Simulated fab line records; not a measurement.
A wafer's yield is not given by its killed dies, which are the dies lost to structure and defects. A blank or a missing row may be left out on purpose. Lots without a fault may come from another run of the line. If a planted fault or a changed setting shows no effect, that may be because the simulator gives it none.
fab line records :: flow n5Finfet
record:
  lots: 4
  wafers: 12
  lastDay: 18
route steps=1938 shown WELL_APT@36 PMOS_HMC_CHANNEL_EPI@57 BEOL_M4@1111 PASSIVATION@1936
lots with no fault: from the same line, run without faults
startH: start of the lot's first displayed wafer, in hours after the record's first day :: waitH: hours from the lot's prior step to this one :: " repeats the value in the row above :: L1.1+2: several wafers, shown together as one row :: - either no value or no given start :: * or withheld: withheld :: < > ~ a bound
route shown NAME@n: a module of which the file shows steps, and the number in the route of the first :: usual: the fault-free wafers' mean and standard deviation :: same: alike in all rows :: chamber/n: place in a boat :: sites: readings site by site :: _std_site: standard deviation across them :: _edge_site: mean of outer sites minus mean of inner sites :: radiusMm: for every site, how far away it sits from the centre of the wafer :: mask NAME#n: copy n :: behind: the tool/chamber that last shaped the wafer :: hold: why the lot was held/for how many hours/how that ended :: device: which transistor (n, p or np) failed to switch :: end of line: the same wafers' tests at the end of the route :: step lacking rows: just its recipe :: killed: dies that structure and defects cost at the first sort, which is not the same as the wafer's yield :: map: a wafer's dies, x killed, . not, _ none there
set.NAME: the setting the step ran with; set.NAME@STEP: the setting that earlier step ran with :: model.NAME: the simulator's own value behind a step, which no gauge read
lots at some steps of the route; a table a step, a row a wafer
services: a tool's chamber out of use, with start hour (startH, from the record's first day; less than 0 if before it), hours out, and reason
== steps ==
step: N5_WELL_APT_COAT_19
recipe:
  spinRpm: 1357
  resistThkNm: 950
step: N5_WELL_APT_EBR_21
recipe:
  solvent: PGMEA
  ebrWidthMm: 1.5
step: N5_WELL_APT_SOFTBAKE_20
recipe:
  tempC: 130
  timeS: 60
step: N5_WELL_APT_EXPOSE_22
recipe:
  maskId: PWELL
  na: 0.8
  sourceShape: conventional
  sigmaOuter: 0.8
  polarization: unpolarized
  defocusNm: 0
  targetCdNm: 200
  doseMj: 23.2
step: N5_WELL_APT_PEB_23
recipe:
  pebTempC: 130
  pebTimeS: 90
step: N5_WELL_APT_DEVELOP_24
recipe:
  developTimeS: 45
  rinseLiquid: surfactantRinse
  dry: airSpin
  devTempC: 21
step: N5_WELL_APT_HARDBAKE_29
recipe:
  tempC: 130
  timeS: 120
step: N5_WELL_APT_DESCUM_30
recipe:
  chemistry: O2
  timeS: 7.9
  sourcePowerW: 50
  biasPowerW: 20
  pressureMtorr: 20
  rfFrequencyHz: 2.712e+07
  tempC: 40
  o2FlowSccm: 225
step: N5_WELL_APT_IMPLANT_31
recipe:
  species: B
  energyKev: 60
  doseCm2: 1.5e+13
  tiltDeg: 0
  rotationDeg: 0
step: N5_WELL_APT_IMPLANT_32
recipe:
  species: BF2
  energyKev: 50
  doseCm2: 2e+13
  tiltDeg: 0
  rotationDeg: 0
usual:
  beamEnergyKeV: 49.999/0.014
  tiltDeg: 0.002/0.02
lot.wafer: L941.1
tool: implanter-01
chamber: 0
startH: 39.78
waitH: 0.1
beamEnergyKeV: 49.983
tiltDeg: 0.021
model.implant.rpNm: 38.09
model.implant.drpNm: 18.55

lot.wafer: L941.3
tool: implanter-01
chamber: 0
startH: 39.78
waitH: 0.1
beamEnergyKeV: 49.984
tiltDeg: 0.029
model.implant.rpNm: 38.09
model.implant.drpNm: 18.55

lot.wafer: L941.4
tool: implanter-01
chamber: 0
startH: 39.78
waitH: 0.1
beamEnergyKeV: 49.986
tiltDeg: 0.013
model.implant.rpNm: 38.09
model.implant.drpNm: 18.55

lot.wafer: L943.3
tool: implanter-01
chamber: 0
startH: 52.00
waitH: 0.1
beamEnergyKeV: 79.864
tiltDeg: 0.025
model.implant.rpNm: 60.08
model.implant.drpNm: 26.19

lot.wafer: L943.4
tool: implanter-01
chamber: 0
startH: 52.00
waitH: 0.1
beamEnergyKeV: 79.872
tiltDeg: 0.026
model.implant.rpNm: 60.08
model.implant.drpNm: 26.19

lot.wafer: L943.5
tool: implanter-01
chamber: 0
startH: 52.00
waitH: 0.1
beamEnergyKeV: 79.865
tiltDeg: 0.016
model.implant.rpNm: 60.08
model.implant.drpNm: 26.19

lot.wafer: L945.3
tool: implanter-01
chamber: 0
startH: 63.27
waitH: 0.1
beamEnergyKeV: 79.893
tiltDeg: 0.028
model.implant.rpNm: 59.12
model.implant.drpNm: 26.19

lot.wafer: L945.4
tool: implanter-01
chamber: 0
startH: 63.27
waitH: 0.1
beamEnergyKeV: 79.872
tiltDeg: 0.011
model.implant.rpNm: 59.12
model.implant.drpNm: 26.19

lot.wafer: L945.5
tool: implanter-01
chamber: 0
startH: 63.27
waitH: 0.1
beamEnergyKeV: 79.875
tiltDeg: -0.001
model.implant.rpNm: 59.12
model.implant.drpNm: 26.19

lot.wafer: L957.3
tool: implanter-02
chamber: 0
startH: 135.52
waitH: 0.1
beamEnergyKeV: 49.993
tiltDeg: -0.003
model.implant.rpNm: 37.97
model.implant.drpNm: 18.55

lot.wafer: L957.5
tool: implanter-02
chamber: 0
startH: 135.52
waitH: 0.1
beamEnergyKeV: 49.944
tiltDeg: 0.011
model.implant.rpNm: 37.97
model.implant.drpNm: 18.55

lot.wafer: L957.6
tool: implanter-02
chamber: 0
startH: 135.52
waitH: 0.1
beamEnergyKeV: 49.992
tiltDeg: 0.026
model.implant.rpNm: 37.97
model.implant.drpNm: 18.55
step: N5_WELL_APT_STRIP_33
recipe:
  chemistry: SPM
  timeS: 900
  tempC: 130
  h2so4H2o2VolRatio: 4
  dry: ipaMarangoni
step: N5_WELL_APT_RTA_34
recipe:
  tempC: 1000
  timeS: 10
  ambient: N2
  idleTempC: 600
  rampUpCPerS: 150
  rampDownCPerS: 60
  coolToC: 600
step: N5_WELL_APT_OXIDE_STRIP_42
recipe:
  chemistry: dHF
  dilution: 25:1
  timeS: 45
  tempC: 25
  target: SiO2
  targetDepthA: 120
step: N5_WELL_APT_PRECLEAN_36
recipe:
  chemistry: O3/DIW
  timeS: 45
  tempC: 22
  o3Ppm: 10
step: N5_WELL_APT_PRECLEAN_39
recipe:
  chemistry: dHF
  timeS: 60
  dilution: 150:1
  tempC: 25
step: N5_WELL_APT_SRD_37
recipe:
  dry: ipaMarangoni
  doPpb: 5
  timeS: 30
  tempC: 23
  rinseLiquid: diw
step: N5_WELL_APT_EPI_41
recipe:
  material: Si
  targetThkA: 500
  tempC: 650
  precursor: SiH4/H2
  pressureTorr: 20
  timeS: 297.7
step: N5_PMOS_HMC_CHANNEL_EPI_HM_DEP_34
recipe:
  material: SiO2
  targetThkA: 360
  tempC: 400
  precursor: TEOS/O2
  pressureTorr: 6.5
  rfW: 900
  teosFlowSccm: 161.4
  gas: O2
  flowSccm: 2650
  timeS: 6.9
step: N5_PMOS_HMC_CHANNEL_EPI_COAT_31
recipe:
  resist: BARC
  tempC: 205
  timeS: 60
  spinRpm: 1500
  resistThkNm: 66
step: N5_PMOS_HMC_CHANNEL_EPI_COAT_03
recipe:
  resist: CAR-ArF-block
  spinRpm: 1500
  resistThkNm: 205
step: N5_PMOS_HMC_CHANNEL_EPI_EBR_05
recipe:
  solvent: PGMEA
  ebrWidthMm: 1.5
step: N5_PMOS_HMC_CHANNEL_EPI_SOFTBAKE_04
recipe:
  tempC: 110
  timeS: 60
  resist: CAR-ArF-block
step: N5_PMOS_HMC_CHANNEL_EPI_EXPOSE_06
recipe:
  maskId: PMOS_HMC_BLK
  na: 1.35
  sourceShape: conventional
  sigmaOuter: 0.8
  polarization: unpolarized
  targetCdNm: 240
  doseMj: 41
step: N5_PMOS_HMC_CHANNEL_EPI_PEB_07
recipe:
  pebTempC: 110
  pebTimeS: 60
  resist: CAR-ArF-block
step: N5_PMOS_HMC_CHANNEL_EPI_DEVELOP_08
recipe:
  developTimeS: 30
  developer: TMAH
  resist: CAR-ArF-block
  devTempC: 23
  rinseLiquid: diw
  dry: airSpin
step: N5_PMOS_HMC_CHANNEL_EPI_DESCUM_14
recipe:
  chemistry: O2
  timeS: 7.9
  sourcePowerW: 50
  biasPowerW: 20
  pressureMtorr: 20
  rfFrequencyHz: 2.712e+07
  tempC: 40
  resist: CAR-ArF-block
  o2FlowSccm: 225
step: N5_PMOS_HMC_CHANNEL_EPI_ETCH_32
recipe:
  chemistry: N2/H2
  target: BARC
  stopOn: SiO2
  targetDepthA: 858
  overEtchFrac: 0.3
  timeS: 50.3
  ionEnergyEv: 200
  maskMaterial: CAR-ArF-block
  pressureMtorr: 30
  sourceW: 840
  biasW: 150
  n2FlowSccm: 200
  h2FlowSccm: 200
step: N5_PMOS_HMC_CHANNEL_EPI_HM_OPEN_15
recipe:
  chemistry: CHF3/O2
  target: SiO2
  maskMaterial: CAR-ArF-block
  targetDepthA: 406
  CHF3_flow_sccm: 50
  O2_flow_sccm: 5
  Ar_flow_sccm: 200
  timeS: 20.3
  pressureMtorr: 30
  sourceW: 650
  biasW: 170
  ionEnergyEv: 200
step: N5_PMOS_HMC_CHANNEL_EPI_STRIP_33
recipe:
  chemistry: N2/H2
  powerW: 500
  tempC: 40
  pressureMtorr: 50
  rfFrequencyHz: 6e+07
  overashFraction: 0.3
  biasPowerW: 8
  h2Frac: 0.5
  n2FlowSccm: 300
  h2FlowSccm: 300
step: N5_PMOS_HMC_CHANNEL_EPI_STRIP_17
recipe:
  chemistry: SPM
  timeS: 750
  tempC: 130
  h2so4H2o2VolRatio: 4
  dry: ipaMarangoni
step: N5_PMOS_HMC_CHANNEL_EPI_ETCH_38
recipe:
  chemistry: CF4
  target: SiO2
  targetDepthA: 15
  ionEnergyEv: 350
  pressureMtorr: 10
  icpW: 800
  biasW: 400
  cf4FlowSccm: 80
step: N5_PMOS_HMC_CHANNEL_EPI_FIN_RECESS_16
recipe:
  chemistry: HBr/Cl2
  target: Si
  maskMaterial: SiO2
  targetDepthA: 540
  timeS: 18
  pressureMtorr: 10
  icpW: 800
  biasW: 75
  HBr_flow_sccm: 150
  Cl2_flow_sccm: 80
step: N5_PMOS_HMC_CHANNEL_EPI_PRECLEAN_36
recipe:
  chemistry: O3/DIW
  timeS: 45
  tempC: 22
  o3Ppm: 10
step: N5_PMOS_HMC_CHANNEL_EPI_PRECLEAN_18
recipe:
  chemistry: DHF
  timeS: 30
  tempC: 25
  dilution: withheld
step: N5_PMOS_HMC_CHANNEL_EPI_SRD_19
recipe:
  dry: ipaMarangoni
  doPpb: 5
  timeS: 30
  tempC: 23
  rinseLiquid: diw
step: N5_BEOL_M4_RC_MEAS_101
usual:
  CJ_N: 4.33/0.082
  DIBL_N: 35.9/1.3
  DIBL_P: 35.9/1.5
  IOFF_N: 0.152/0.023
  IOFF_N_LONG: 5.52e-05/2e-06
  IOFF_P: 0.204/0.027
  ION_N: 673/9.2
  ION_P: 462/6.7
  RS_PWELL: 2999/22
  SS_N: 71.4/0.48
  SS_P: 73.2/0.55
  VT_N: 250.3/2.6
  VT_P: -250.6/3
lot.wafer: L941.1
tool: prober-01
chamber: 0
startH: 213.05
waitH: 0.0
CJ_N: 4.22
DIBL_N[mV/V]: 35.6
DIBL_P[mV/V]: 35.9
IOFF_N[nA/um]: 0.123
IOFF_N_LONG[nA/um]: 5.18e-05
IOFF_P[nA/um]: 0.171
ION_N[uA/um]: 667
ION_P[uA/um]: 460
RS_PWELL[ohm/sq]: 3036
SS_N[mV/dec]: 70.5
SS_P[mV/dec]: 73.1
VT_N[mV]: 254.2
VT_P[mV]: -253.6

lot.wafer: L941.3
tool: prober-01
chamber: 0
startH: 213.05
waitH: 0.0
CJ_N: 4.26
DIBL_N[mV/V]: 36.8
DIBL_P[mV/V]: 37.1
IOFF_N[nA/um]: 0.144
IOFF_N_LONG[nA/um]: 5.18e-05
IOFF_P[nA/um]: 0.203
ION_N[uA/um]: 658
ION_P[uA/um]: 457
RS_PWELL[ohm/sq]: 3005
SS_N[mV/dec]: 70.9
SS_P[mV/dec]: 73.4
VT_N[mV]: 252.0
VT_P[mV]: -251.7

lot.wafer: L941.4
tool: prober-01
chamber: 0
startH: 213.05
waitH: 0.0
CJ_N: 4.34
DIBL_N[mV/V]: 35.9
DIBL_P[mV/V]: 36.0
IOFF_N[nA/um]: 0.131
IOFF_N_LONG[nA/um]: 5.24e-05
IOFF_P[nA/um]: 0.174
ION_N[uA/um]: 670
ION_P[uA/um]: 456
RS_PWELL[ohm/sq]: 3030
SS_N[mV/dec]: 70.7
SS_P[mV/dec]: 73.5
VT_N[mV]: 253.7
VT_P[mV]: -253.1

lot.wafer: L943.3
tool: prober-02
chamber: 0
startH: 231.18
waitH: 0.3
CJ_N: 2.87
DIBL_N[mV/V]: 37.1
DIBL_P[mV/V]: 34.6
IOFF_N[nA/um]: 0.166
IOFF_N_LONG[nA/um]: 4.89e-05
IOFF_P[nA/um]: 0.205
ION_N[uA/um]: 661
ION_P[uA/um]: 458
RS_PWELL[ohm/sq]: 2540
SS_N[mV/dec]: 73.0
SS_P[mV/dec]: 73.1
VT_N[mV]: 249.4
VT_P[mV]: -250.5

lot.wafer: L943.4
tool: prober-02
chamber: 0
startH: 231.18
waitH: 0.3
CJ_N: 2.91
DIBL_N[mV/V]: 40.2
DIBL_P[mV/V]: 36.0
IOFF_N[nA/um]: 0.276
IOFF_N_LONG[nA/um]: 4.77e-05
IOFF_P[nA/um]: 0.232
ION_N[uA/um]: 666
ION_P[uA/um]: 457
RS_PWELL[ohm/sq]: 2511
SS_N[mV/dec]: 74.9
SS_P[mV/dec]: 73.6
VT_N[mV]: 248.8
VT_P[mV]: -247.1

lot.wafer: L943.5
tool: prober-02
chamber: 0
startH: 231.18
waitH: 0.3
CJ_N: 2.85
DIBL_N[mV/V]: 39.1
DIBL_P[mV/V]: 36.7
IOFF_N[nA/um]: 0.210
IOFF_N_LONG[nA/um]: 4.76e-05
IOFF_P[nA/um]: 0.238
ION_N[uA/um]: 683
ION_P[uA/um]: 466
RS_PWELL[ohm/sq]: 2543
SS_N[mV/dec]: 72.9
SS_P[mV/dec]: 73.3
VT_N[mV]: 251.1
VT_P[mV]: -249.9

lot.wafer: L945.3
tool: prober-01
chamber: 0
startH: 238.70
waitH: 0.3
CJ_N: 2.93
DIBL_N[mV/V]: 38.6
DIBL_P[mV/V]: 36.9
IOFF_N[nA/um]: 0.231
IOFF_N_LONG[nA/um]: 5.21e-05
IOFF_P[nA/um]: 0.224
ION_N[uA/um]: 682
ION_P[uA/um]: 468
RS_PWELL[ohm/sq]: 2551
SS_N[mV/dec]: 73.5
SS_P[mV/dec]: 73.9
VT_N[mV]: 247.3
VT_P[mV]: -247.6

lot.wafer: L945.4
tool: prober-01
chamber: 0
startH: 238.70
waitH: 0.3
CJ_N: 2.87
DIBL_N[mV/V]: 36.2
DIBL_P[mV/V]: 33.2
IOFF_N[nA/um]: 0.157
IOFF_N_LONG[nA/um]: 5.16e-05
IOFF_P[nA/um]: 0.168
ION_N[uA/um]: 683
ION_P[uA/um]: 460
RS_PWELL[ohm/sq]: 2588
SS_N[mV/dec]: 71.7
SS_P[mV/dec]: 72.8
VT_N[mV]: 250.0
VT_P[mV]: -252.3

lot.wafer: L945.5
tool: prober-01
chamber: 0
startH: 238.70
waitH: 0.3
CJ_N: 2.86
DIBL_N[mV/V]: 36.5
DIBL_P[mV/V]: 35.3
IOFF_N[nA/um]: 0.173
IOFF_N_LONG[nA/um]: 5.2e-05
IOFF_P[nA/um]: 0.201
ION_N[uA/um]: 688
ION_P[uA/um]: 468
RS_PWELL[ohm/sq]: 2579
SS_N[mV/dec]: 71.7
SS_P[mV/dec]: 73.1
VT_N[mV]: 247.8
VT_P[mV]: -251.6

lot.wafer: L957.3
tool: prober-02
chamber: 0
startH: 305.78
waitH: 0.3
CJ_N: 4.21
DIBL_N[mV/V]: 35.8
DIBL_P[mV/V]: 36.8
IOFF_N[nA/um]: 0.156
IOFF_N_LONG[nA/um]: 5.26e-05
IOFF_P[nA/um]: 0.192
ION_N[uA/um]: 682
ION_P[uA/um]: 466
RS_PWELL[ohm/sq]: 2984
SS_N[mV/dec]: 71.3
SS_P[mV/dec]: 73.1
VT_N[mV]: 251.0
VT_P[mV]: -251.5

lot.wafer: L957.5
tool: prober-02
chamber: 0
startH: 305.78
waitH: 0.3
CJ_N: 4.21
DIBL_N[mV/V]: 36.3
DIBL_P[mV/V]: 36.9
IOFF_N[nA/um]: 0.171
IOFF_N_LONG[nA/um]: 5.21e-05
IOFF_P[nA/um]: 0.197
ION_N[uA/um]: 675
ION_P[uA/um]: 458
RS_PWELL[ohm/sq]: 3004
SS_N[mV/dec]: 71.6
SS_P[mV/dec]: 73.2
VT_N[mV]: 247.3
VT_P[mV]: -253.1

lot.wafer: L957.6
tool: prober-02
chamber: 0
startH: 305.78
waitH: 0.3
CJ_N: 4.23
DIBL_N[mV/V]: 36.4
DIBL_P[mV/V]: 37.0
IOFF_N[nA/um]: 0.172
IOFF_N_LONG[nA/um]: 5.26e-05
IOFF_P[nA/um]: 0.190
ION_N[uA/um]: 680
ION_P[uA/um]: 464
RS_PWELL[ohm/sq]: 2966
SS_N[mV/dec]: 71.6
SS_P[mV/dec]: 73.4
VT_N[mV]: 247.0
VT_P[mV]: -253.9
step: N5_PASSIVATION_PROBE_49
usual:
  defectLimitedYield: 91.0/1.5
  killed_at_M0_to_M3: 37/12
  killed_at_M4_up: 13/5
  killedAtContacts: 13/6.1
  killedAtFrontEnd: 39/11
  killedAtOther: 4/3.2
  killedDies: 106/17
  killedOpen: 69/12
  killedShort: 35/7.9
  sort_bin_4_leakage: 0.00/0.007
  sort_bin_5_function: 5.3/1
  sort_bin_6_memory: 3.3/0.68
  sortNPass: 1074/17
  sortYieldPct: 91.0/1.5
same:
  grossDies: 1180
  killedAtBackSide: 0
  sort_bin_8_speed[%]: 0
lot.wafer: L941.1
tool: prober-01
chamber: -
startH: 327.94
waitH: 0.0
defectLimitedYield[%]: 90.0
killed_at_M0_to_M3: 20
killed_at_M4_up: 11
killedAtContacts: 25
killedAtFrontEnd: 57
killedAtOther: 5
killedDies: 118
killedOpen: 83
killedShort: 33
sort_bin_4_leakage[%]: 0
sort_bin_5_function[%]: 6.3
sort_bin_6_memory[%]: 3.4
sortNPass: 1062
sortYieldPct[%]: 90.0

lot.wafer: L941.3
tool: prober-01
chamber: -
startH: 328.04
waitH: 0.1
defectLimitedYield[%]: 88.1
killed_at_M0_to_M3: 39
killed_at_M4_up: 18
killedAtContacts: 27
killedAtFrontEnd: 51
killedAtOther: 5
killedDies: 140
killedOpen: 84
killedShort: 47
sort_bin_4_leakage[%]: 0
sort_bin_5_function[%]: 6.6
sort_bin_6_memory[%]: 4.5
sortNPass: 1040
sortYieldPct[%]: 88.1

lot.wafer: L941.4
tool: prober-01
chamber: -
startH: 328.09
waitH: 0.2
defectLimitedYield[%]: 90.9
killed_at_M0_to_M3: 39
killed_at_M4_up: 16
killedAtContacts: 17
killedAtFrontEnd: 32
killedAtOther: 3
killedDies: 107
killedOpen: 66
killedShort: 38
sort_bin_4_leakage[%]: 0
sort_bin_5_function[%]: 5.4
sort_bin_6_memory[%]: 3.1
sortNPass: 1073
sortYieldPct[%]: 90.9

lot.wafer: L943.3
tool: prober-01
chamber: -
startH: 335.41
waitH: 0.1
defectLimitedYield[%]: 89.7
killed_at_M0_to_M3: 69
killed_at_M4_up: 23
killedAtContacts: 11
killedAtFrontEnd: 17
killedAtOther: 1
killedDies: 121
killedOpen: 76
killedShort: 44
sort_bin_4_leakage[%]: 0
sort_bin_5_function[%]: 6.4
sort_bin_6_memory[%]: 3.5
sortNPass: 1059
sortYieldPct[%]: 89.7

lot.wafer: L943.4
tool: prober-01
chamber: -
startH: 335.46
waitH: 0.2
defectLimitedYield[%]: 90.6
killed_at_M0_to_M3: 60
killed_at_M4_up: 14
killedAtContacts: 9
killedAtFrontEnd: 25
killedAtOther: 3
killedDies: 111
killedOpen: 66
killedShort: 39
sort_bin_4_leakage[%]: 0.08
sort_bin_5_function[%]: 6.1
sort_bin_6_memory[%]: 2.9
sortNPass: 1068
sortYieldPct[%]: 90.5

lot.wafer: L943.5
tool: prober-01
chamber: -
startH: 335.51
waitH: 0.2
defectLimitedYield[%]: 90.0
killed_at_M0_to_M3: 50
killed_at_M4_up: 19
killedAtContacts: 8
killedAtFrontEnd: 39
killedAtOther: 2
killedDies: 118
killedOpen: 72
killedShort: 45
sort_bin_4_leakage[%]: 0
sort_bin_5_function[%]: 5.3
sort_bin_6_memory[%]: 4.3
sortNPass: 1062
sortYieldPct[%]: 90.0

lot.wafer: L945.3
tool: prober-02
chamber: -
startH: 346.28
waitH: 0.4
defectLimitedYield[%]: 91.2
killed_at_M0_to_M3: 54
killed_at_M4_up: 13
killedAtContacts: 6
killedAtFrontEnd: 30
killedAtOther: 1
killedDies: 104
killedOpen: 60
killedShort: 41
sort_bin_4_leakage[%]: 0
sort_bin_5_function[%]: 4.7
sort_bin_6_memory[%]: 3.6
sortNPass: 1076
sortYieldPct[%]: 91.2

lot.wafer: L945.4
tool: prober-02
chamber: -
startH: 346.33
waitH: 0.5
defectLimitedYield[%]: 91.4
killed_at_M0_to_M3: 44
killed_at_M4_up: 9
killedAtContacts: 10
killedAtFrontEnd: 38
killedAtOther: 1
killedDies: 102
killedOpen: 73
killedShort: 27
sort_bin_4_leakage[%]: 0
sort_bin_5_function[%]: 4.8
sort_bin_6_memory[%]: 3.6
sortNPass: 1078
sortYieldPct[%]: 91.4

lot.wafer: L945.5
tool: prober-02
chamber: -
startH: 346.38
waitH: 0.5
defectLimitedYield[%]: 91.4
killed_at_M0_to_M3: 40
killed_at_M4_up: 15
killedAtContacts: 12
killedAtFrontEnd: 35
killedAtOther: 0
killedDies: 102
killedOpen: 60
killedShort: 37
sort_bin_4_leakage[%]: 0
sort_bin_5_function[%]: 4.9
sort_bin_6_memory[%]: 3.1
sortNPass: 1078
sortYieldPct[%]: 91.4

lot.wafer: L957.3
tool: prober-02
chamber: -
startH: 421.15
waitH: 0.1
defectLimitedYield[%]: 91.3
killed_at_M0_to_M3: 37
killed_at_M4_up: 19
killedAtContacts: 11
killedAtFrontEnd: 35
killedAtOther: 1
killedDies: 103
killedOpen: 71
killedShort: 32
sort_bin_4_leakage[%]: 0
sort_bin_5_function[%]: 4.8
sort_bin_6_memory[%]: 3.6
sortNPass: 1077
sortYieldPct[%]: 91.3

lot.wafer: L957.5
tool: prober-02
chamber: -
startH: 421.25
waitH: 0.2
defectLimitedYield[%]: 92.5
killed_at_M0_to_M3: 36
killed_at_M4_up: 9
killedAtContacts: 8
killedAtFrontEnd: 34
killedAtOther: 2
killedDies: 89
killedOpen: 54
killedShort: 35
sort_bin_4_leakage[%]: 0
sort_bin_5_function[%]: 5.0
sort_bin_6_memory[%]: 2.2
sortNPass: 1091
sortYieldPct[%]: 92.5

lot.wafer: L957.6
tool: prober-02
chamber: -
startH: 421.30
waitH: 0.3
defectLimitedYield[%]: 92.0
killed_at_M0_to_M3: 27
killed_at_M4_up: 13
killedAtContacts: 13
killedAtFrontEnd: 41
killedAtOther: 0
killedDies: 94
killedOpen: 58
killedShort: 34
sort_bin_4_leakage[%]: 0
sort_bin_5_function[%]: 4.2
sort_bin_6_memory[%]: 3.3
sortNPass: 1086
sortYieldPct[%]: 92.0
killed by level:class
L941.1 STI_FIN_REVEAL:geometricParticle:open=22 MOL_CONTACT_COAG:geometricParticle:open=18 FIN_SAQP:geometricParticle:open=15 MOL_CONTACT_COAG:geometricParticle:short=7 STI_FIN_REVEAL:geometricParticle:short=5 BEOL_M0_SAQP:geometricParticle:short=5 BEOL_M5:geometricParticle:open=4 MIM_TOP_ETCH:geometricParticle:open=4
L941.3 MOL_CONTACT_COAG:geometricParticle:open=21 STI_FIN_REVEAL:geometricParticle:open=10 BEOL_M0_SAQP:geometricParticle:short=8 BEOL_M0_SAQP:geometricParticle:open=8 BEOL_M3:geometricParticle:open=7 FIN_SAQP:geometricParticle:short=6 BEOL_M1:geometricParticle:open=6 MOL_CONTACT_COAG:geometricParticle:short=6
L941.4 MOL_CONTACT_COAG:geometricParticle:open=14 BEOL_M0_SAQP:geometricParticle:short=12 BEOL_M3:geometricParticle:open=8 BEOL_M4:geometricParticle:open=7 STI_FIN_REVEAL:geometricParticle:open=6 BEOL_M0_SAQP:geometricParticle:open=6 BEOL_M3:geometricParticle:short=5 GATE_CUT:geometricParticle:short=4
L943.3 BEOL_M0_SAQP:geometricParticle:open=24 BEOL_M0_SAQP:geometricParticle:short=24 BEOL_M4:geometricParticle:open=14 MOL_CONTACT_COAG:geometricParticle:open=8 BEOL_M2:geometricParticle:open=6 STI_FIN_REVEAL:geometricParticle:open=4 BEOL_M2:geometricParticle:short=4 BEOL_M3:geometricParticle:short=4
L943.4 BEOL_M0_SAQP:geometricParticle:open=20 BEOL_M0_SAQP:geometricParticle:short=16 BEOL_M3:geometricParticle:open=9 BEOL_M2:geometricParticle:open=8 BEOL_M4:geometricParticle:open=8 GATE_CUT:geometricParticle:short=6 MOL_CONTACT_COAG:geometricParticle:open=5 MOL_CONTACT_COAG:geometricParticle:short=4
L943.5 BEOL_M0_SAQP:geometricParticle:short=22 BEOL_M0_SAQP:geometricParticle:open=15 STI_FIN_REVEAL:geometricParticle:open=12 BEOL_M4:geometricParticle:open=7 GATE_CUT:geometricParticle:open=6 MOL_CONTACT_COAG:geometricParticle:open=6 BEOL_M4:geometricParticle:short=5 STARTING-WAFER:geometricParticle:open=4
L945.3 BEOL_M0_SAQP:geometricParticle:short=16 BEOL_M2:geometricParticle:open=12 BEOL_M0_SAQP:geometricParticle:open=11 GATE_CUT:geometricParticle:short=8 BEOL_M1:geometricParticle:open=6 FIN_SAQP:geometricParticle:short=5 FIN_SAQP:geometricParticle:open=4 BEOL_M4:geometricParticle:open=4
L945.4 BEOL_M0_SAQP:geometricParticle:open=14 MOL_CONTACT_COAG:geometricParticle:open=9 BEOL_M3:geometricParticle:open=9 BEOL_M2:geometricParticle:open=8 DUMMY_GATE:geometricParticle:open=7 FIN_SAQP:geometricParticle:open=6 FIN_SAQP:geometricParticle:short=5 BEOL_M4:geometricParticle:open=5
L945.5 BEOL_M0_SAQP:geometricParticle:open=14 BEOL_M0_SAQP:geometricParticle:short=13 FIN_SAQP:geometricParticle:short=10 MOL_CONTACT_COAG:geometricParticle:open=9 FIN_SAQP:geometricParticle:open=7 BEOL_M5:geometricParticle:open=6 BEOL_M7:geometricParticle:open=5 GATE_CUT:geometricParticle:open=4
L957.3 MOL_CONTACT_COAG:geometricParticle:open=10 BEOL_M4:geometricParticle:open=10 BEOL_M0_SAQP:geometricParticle:open=7 BEOL_M2:geometricParticle:open=7 STI_FIN_REVEAL:geometricParticle:open=5 GATE_CUT:geometricParticle:short=5 BEOL_M1:geometricParticle:open=5 BEOL_M3:geometricParticle:open=5
L957.5 GATE_CUT:geometricParticle:short=9 MOL_CONTACT_COAG:geometricParticle:open=7 BEOL_M2:geometricParticle:open=7 FIN_SAQP:geometricParticle:short=6 BEOL_M0_SAQP:geometricParticle:short=6 BEOL_M0:geometricParticle:open=5 BEOL_M3:geometricParticle:open=5 ILD0:geometricParticle:open=4
L957.6 MOL_CONTACT_COAG:geometricParticle:open=9 FIN_SAQP:geometricParticle:open=7 STI_FIN_REVEAL:geometricParticle:open=7 BEOL_M3:geometricParticle:open=6 GATE_CUT:geometricParticle:short=6 BEOL_M4:geometricParticle:open=6 BEOL_M0_SAQP:geometricParticle:short=5 BEOL_M0_SAQP:geometricParticle:open=5
== services ==
tool: implanter-02
chamber: -
startH: 33.76
hours: 6.1
kind: repair

tool: implanter-01
chamber: -
startH: 58.91
hours: 0.5
kind: repair

tool: implanter-01
chamber: -
startH: 72.68
hours: 21.2
kind: pm
== key ==
firstSign:
  step: N5_WELL_APT_IMPLANT_32
  reading: beamEnergyKeV
  direction: up
  sigmas: 99+
  usual: 49.999
  struck: 79.873
effect:
  step: N5_BEOL_M4_RC_MEAS_101
  reading: RS_PWELL
  direction: down
  sigmas: 20
  usual: 2999
  struck: 2552
effect:
  step: N5_BEOL_M4_RC_MEAS_101
  reading: CJ_N
  direction: down
  sigmas: 18
  usual: 4.33
  struck: 2.88
effect:
  step: N5_BEOL_M4_RC_MEAS_101
  reading: SS_N
  direction: up
  sigmas: 3.3
  usual: 71.4
  struck: 73.0
  wafersMoved: 4
effect:
  step: N5_BEOL_M4_RC_MEAS_101
  reading: IOFF_N_LONG
  direction: down
  sigmas: 2.6
  usual: 5.52e-05
  struck: 5e-05
effect:
  step: N5_BEOL_M4_RC_MEAS_101
  reading: IOFF_N
  direction: up
  sigmas: 2.2
  usual: 0.152
  struck: 0.202
  wafersMoved: 3
effect:
  step: N5_BEOL_M4_RC_MEAS_101
  reading: DIBL_N
  direction: up
  sigmas: 1.6
  usual: 35.9
  struck: 38.0
  wafersMoved: 1
modelEffect:
  step: N5_WELL_APT_IMPLANT_32
  value: implant.rpNm
  without: 37.44
  struck: 59.6
metAt N5_WELL_APT_IMPLANT_32
struckWafers L943.3,L943.4,L943.5,L945.3,L945.4,L945.5
onsetBetween 39.78 52.00
fault:
  kind: processParameterDrift
  tool: implanter-01
  chamber: -
  onsetH: 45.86
  steps: N5_WELL_APT_IMPLANT_32
  channel: energyKev
  offset: 29.868
  shape: step
  endH: 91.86
  actsIn: theseRecipesOnly
  stated: 50
